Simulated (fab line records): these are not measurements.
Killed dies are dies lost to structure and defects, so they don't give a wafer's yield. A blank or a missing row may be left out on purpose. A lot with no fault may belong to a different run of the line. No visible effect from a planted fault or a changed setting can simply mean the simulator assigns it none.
Chamber matching + flow nandHarc + NHARC_P_ZERO_WELL_DESCUM_54 on rieDiel-07: 4 sister chambers
The step chemistry O2, time 3 s. 4 wafers are shown with their chamber, then 7 later ones without.

== WAFERS, EACH WITH ITS CHAMBER ==
| wafer  | chamber | showerheadPlenumPTorr (Torr) |
|--------|---------|------------------------------|
| L568.1 | 2       | 1.87                         |
| L568.5 | 0       | 2.00                         |
| L570.1 | 3       | 1.77                         |
| L570.3 | 1       | 1.76                         |

== WAFERS WITHOUT THEIR CHAMBER ==
| wafer  | showerheadPlenumPTorr (Torr) |
|--------|------------------------------|
| L570.6 | 1.76                         |
| L572.2 | 2.00                         |
| L572.3 | 2.07                         |
| L572.6 | 2.07                         |
| L574.3 | 2.07                         |
| L574.4 | 2.07                         |
| L574.6 | 1.86                         |

== WHICH CHAMBER EACH WENT THROUGH ==
| wafer  | from the rows above          | in truth                   |
|--------|------------------------------|----------------------------|
| L570.6 | can't be placed: 1 or 3      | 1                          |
| L572.2 | 0                            | 0                          |
| L572.3 | 0                            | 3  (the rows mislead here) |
| L572.6 | 0                            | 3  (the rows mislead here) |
| L574.3 | 0                            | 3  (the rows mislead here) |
| L574.4 | 0                            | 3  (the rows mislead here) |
| L574.6 | can't be placed: 2 or 3 or 1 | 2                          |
1 of 7 placed correctly. Unplaceable from these rows: 2, with the true chamber sitting among the candidates in 2. Placed wrongly: 4.
How it was worked out, from the rows above alone: a wafer's distance from a chamber is the root of the sum, over the readings, of the square of ((its reading less the chamber's mean) divided by the reading's scatter). The wafer belongs to the nearest chamber; if the next one is less than 2 further off, it can't be placed. Each chamber's mean is taken over the wafers shown for it. The scatter: root of mean squared gap, hidden wafer to nearest shown wafer, with one shown wafer a chamber.
